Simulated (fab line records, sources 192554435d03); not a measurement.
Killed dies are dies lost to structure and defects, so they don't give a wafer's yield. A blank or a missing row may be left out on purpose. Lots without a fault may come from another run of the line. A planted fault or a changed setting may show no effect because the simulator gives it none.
Which tool did it? | flow n5_finfet | 11 lots, 31 wafers sampled, at 5 steps of a route of 1938

WHAT THE GAUGES READ, wafer by wafer
N5_BEOL_M4_CD_MEAS_35: target cd 18 nm, target cd y 22.4 nm.
lot  | measured     | on        | cd_nm (nm)
L304 | day 7 20:36  | cd_sem-02 | 18.2 18.3
L305 | day 7 20:42  | cd_sem-02 | 17.6 18.0 18.2
L308 | day 8 23:30  | cd_sem-02 | 18.1 17.7 18.6
L310 | day 9 18:17  | cd_sem-03 | 17.8 17.7 18.0
L314 | day 10 10:13 | cd_sem-02 | 18.0 18.2 18.1
L315 | day 11 01:39 | cd_sem-02 | 18.2 17.3
L317 | day 11 01:44 | cd_sem-02 | 18.0 17.3 18.0
L324 | day 12 22:15 | cd_sem-01 | 18.0 17.3 18.1
L323 | day 13 01:57 | cd_sem-02 | 18.1 18.5 18.6
L325 | day 13 14:18 | cd_sem-03 | 18.8 18.3 17.1
L326 | day 13 14:26 | cd_sem-01 | 18.0 17.9 17.9

N5_BEOL_M4_RC_MEAS_101.
lot  | measured     | on        | DIBL_N (mV/V)  | DIBL_P (mV/V)  | IOFF_N (nA/um) | IOFF_P (nA/um) | ION_N (uA/um) | ION_P (uA/um) | SS_N (mV/dec)  | SS_P (mV/dec)  | VT_N (mV)   | VT_P (mV)
L304 | day 8 00:44  | prober-01 | 37.3 35.4      | 37.3 35.0      | 0.17 0.14      | 0.21 0.19      | 674 667       | 461 454       | 71.5 71.6      | 73.2 72.4      | 251 251     | -254 -253
L305 | day 8 00:55  | prober-02 | 36.3 35.1 32.8 | 37.2 36.8 34.1 | 0.17 0.15 0.12 | 0.21 0.19 0.16 | 675 662 672   | 458 454 463   | 72.3 71.6 70.7 | 73.5 73.3 72.1 | 249 251 253 | -252 -252 -255
L308 | day 9 03:22  | prober-01 | 38.7 36.1 33.1 | 39.3 35.5 32.3 | 0.21 0.16 0.12 | 0.26 0.19 0.16 | 690 675 662   | 471 459 452   | 72.2 72.4 71.2 | 74.5 73.7 72.1 | 245 249 252 | -249 -251 -253
L310 | day 9 22:17  | prober-01 | 36.5 34.2 35.0 | 35.6 34.0 34.3 | 0.15 0.13 0.13 | 0.20 0.19 0.19 | 672 682 673   | 462 473 465   | 71.5 70.9 70.7 | 73.3 72.4 72.6 | 249 253 251 | -249 -250 -249
L314 | day 10 14:30 | prober-01 | 38.5 32.9 37.7 | 36.9 30.5 36.0 | 0.16 0.09 0.16 | 0.26 0.17 0.25 | 684 639 674   | 475 447 474   | 71.2 70.3 71.4 | 73.7 72.9 73.6 | 248 257 248 | -247 -250 -245
L315 | day 11 07:55 | prober-01 | 34.9 35.5      | 34.8 36.6      | 0.14 0.15      | 0.18 0.20      | 681 666       | 466 456       | 71.4 71.6      | 72.5 73.4      | 250 246     | -250 -254
L317 | day 11 07:28 | prober-02 | 36.8 37.0 36.8 | 35.6 36.6 36.4 | 0.16 0.16 0.16 | 0.23 0.25 0.24 | 677 671 685   | 467 471 473   | 70.6 71.9 71.2 | 73.3 73.8 72.4 | 249 247 250 | -247 -248 -253
L324 | day 13 02:10 | prober-02 | 35.9 32.9 33.8 | 36.9 32.5 31.9 | 0.17 0.12 0.12 | 0.28 0.19 0.18 | 684 663 656   | 476 462 454   | 71.5 70.3 70.8 | 74.2 72.6 72.2 | 249 255 252 | -243 -249 -251
L323 | day 13 05:34 | prober-02 | 38.0 34.9 34.1 | 39.0 35.5 34.3 | 0.20 0.15 0.13 | 0.25 0.19 0.18 | 685 689 664   | 465 469 458   | 72.1 71.6 71.3 | 74.5 73.0 73.1 | 248 250 253 | -251 -250 -254
L325 | day 13 18:15 | prober-01 | 37.4 33.0 37.6 | 40.0 33.5 40.5 | 0.21 0.14 0.22 | 0.26 0.17 0.25 | 678 679 692   | 458 467 470   | 71.8 71.5 72.9 | 74.5 72.5 74.6 | 242 249 244 | -250 -254 -249
L326 | day 13 18:21 | prober-02 | 36.0 35.7 35.6 | 37.0 36.7 37.8 | 0.18 0.18 0.19 | 0.25 0.25 0.28 | 684 693 700   | 464 475 491   | 71.0 71.2 71.5 | 73.4 73.6 74.2 | 245 244 245 | -248 -245 -245

WHICH TOOL RAN EACH LOT (tool, then ch and the chambers of the sampled wafers, then the start)
lot  | N5_BEOL_M4_SPUTTER_81        | N5_BEOL_M4_SPUTTER_88        | N5_BEOL_M4_SPUTTER_90
L304 | pvd_sputter-01, day 7 22:13  | pvd_sputter-01, day 7 22:41  | pvd_sputter-01, day 7 22:55
L305 | pvd_sputter-02, day 7 22:11  | pvd_sputter-02, day 7 22:38  | pvd_sputter-02, day 7 22:51
L308 | pvd_sputter-01, day 9 00:46  | pvd_sputter-01, day 9 01:12  | pvd_sputter-01, day 9 01:25
L310 | pvd_sputter-03, day 9 19:52  | pvd_sputter-03, day 9 20:18  | pvd_sputter-03, day 9 20:31
L314 | pvd_sputter-01, day 10 12:05 | pvd_sputter-01, day 10 12:31 | pvd_sputter-01, day 10 12:44
L315 | pvd_sputter-02, day 11 04:55 | pvd_sputter-02, day 11 05:21 | pvd_sputter-02, day 11 05:34
L317 | pvd_sputter-03, day 11 04:54 | pvd_sputter-03, day 11 05:20 | pvd_sputter-03, day 11 05:34
L324 | pvd_sputter-03, day 12 23:45 | pvd_sputter-03, day 13 00:11 | pvd_sputter-03, day 13 00:25
L323 | pvd_sputter-02, day 13 03:03 | pvd_sputter-02, day 13 03:29 | pvd_sputter-02, day 13 03:43
L325 | pvd_sputter-03, day 13 15:50 | pvd_sputter-03, day 13 16:17 | pvd_sputter-03, day 13 16:30
L326 | pvd_sputter-02, day 13 15:56 | pvd_sputter-02, day 13 16:23 | pvd_sputter-02, day 13 16:36
- N5_BEOL_M4_SPUTTER_81: material Cu, target thk 4.5 nm, time 8.29 s.
- N5_BEOL_M4_SPUTTER_88: material Cu, target thk 4.5 nm, time 8.29 s.
- N5_BEOL_M4_SPUTTER_90: material Cu, target thk 4.5 nm, time 8.29 s.

WHAT THE TOOLS THEMSELVES READ (means of the sampled wafers that have a number; where no wafer has one, the mark that the record gives instead)
N5_BEOL_M4_SPUTTER_81.
lot  | tool           | chamber_pressure_pa (Pa) | chuck_gas_flow_sccm (sccm) | throttle_valve_pct (%)
L304 | pvd_sputter-01 | 0.06998                  | 1.31                       | 29.3
L305 | pvd_sputter-02 | 0.07002                  | 1.30                       | 29.4
L308 | pvd_sputter-01 | 0.07014                  | 1.23                       | 29.6
L310 | pvd_sputter-03 | 0.07005                  | 1.25                       | 30.0
L314 | pvd_sputter-01 | 0.07008                  | 1.20                       | 29.7
L315 | pvd_sputter-02 | 0.07018                  | 1.29                       | 29.8
L317 | pvd_sputter-03 | 0.07008                  | 1.29                       | 29.5
L324 | pvd_sputter-03 | -                        | -                          | -
L323 | pvd_sputter-02 | -                        | -                          | -
L325 | pvd_sputter-03 | -                        | -                          | -
L326 | pvd_sputter-02 | 0.06983                  | 1.28                       | 29.6

N5_BEOL_M4_SPUTTER_88.
lot  | tool           | chamber_pressure_pa (Pa) | chuck_gas_flow_sccm (sccm) | throttle_valve_pct (%)
L304 | pvd_sputter-01 | 0.07000                  | 1.31                       | 29.3
L305 | pvd_sputter-02 | 0.06991                  | 1.25                       | 29.3
L308 | pvd_sputter-01 | 0.07004                  | 1.25                       | 29.7
L310 | pvd_sputter-03 | 0.06993                  | 1.27                       | 30.0
L314 | pvd_sputter-01 | 0.07001                  | 1.25                       | 29.6
L315 | pvd_sputter-02 | 0.06979                  | 1.31                       | 29.9
L317 | pvd_sputter-03 | 0.07007                  | 1.25                       | 29.6
L324 | pvd_sputter-03 | 0.07003                  | 1.25                       | 29.6
L323 | pvd_sputter-02 | 0.07003                  | 1.23                       | 30.2
L325 | pvd_sputter-03 | 0.07002                  | 1.23                       | 29.5
L326 | pvd_sputter-02 | 0.06997                  | 1.33                       | 29.4

N5_BEOL_M4_SPUTTER_90.
lot  | tool           | chamber_pressure_pa (Pa) | chuck_gas_flow_sccm (sccm) | throttle_valve_pct (%)
L304 | pvd_sputter-01 | 0.07                     | 1.19                       | 29.2
L305 | pvd_sputter-02 | 0.07                     | 1.23                       | 29.3
L308 | pvd_sputter-01 | 0.07                     | 1.25                       | 29.5
L310 | pvd_sputter-03 | 0.07                     | 1.30                       | 30.0
L314 | pvd_sputter-01 | 0.07                     | 1.21                       | 29.6
L315 | pvd_sputter-02 | 0.07                     | 1.33                       | 29.6
L317 | pvd_sputter-03 | 0.07                     | 1.25                       | 29.8
L324 | pvd_sputter-03 | 0.07                     | 1.28                       | 29.5
L323 | pvd_sputter-02 | 0.07                     | 1.23                       | 30.3
L325 | pvd_sputter-03 | 0.07                     | 1.24                       | 29.6
L326 | pvd_sputter-02 | 0.07                     | 1.30                       | 29.5

THE ANSWER, worked out from the rows above alone
Rule: what is usual is taken from the lots themselves. Put in order of their means at a reading, lots are off if they are a third of the lots or fewer, leave a main group of 4 or more, and stand apart from it by a gap of 3 or more times the standard deviation of the main group's means; of several such gaps the widest counts. A main group whose means are all the same, to the digits that the tables above print for the reading, isn't used. A lot without any number at a reading at which 4 lots or more have one is off too. The other lots that the step has rows for count as sound. The gauges are gone through in route order, then the tools' own readings, and for those a lot's mean is taken as printed above. The first step at which some lot is off is used, and at that step the reading that is off furthest; a lot without a number counts as furthest.
Off: L324, L323, L325, at N5_BEOL_M4_SPUTTER_81 (chamber_pressure_pa). Without a number there: L324, L323, L325. The main group: mean 0.07004 Pa, standard deviation 0.0001.
A tool fits if, at that step or a process step before it, it ran every lot that is off, and no sound lot after the first of them. None of those tried fits.

WHAT THE SIMULATOR HAD PUT IN
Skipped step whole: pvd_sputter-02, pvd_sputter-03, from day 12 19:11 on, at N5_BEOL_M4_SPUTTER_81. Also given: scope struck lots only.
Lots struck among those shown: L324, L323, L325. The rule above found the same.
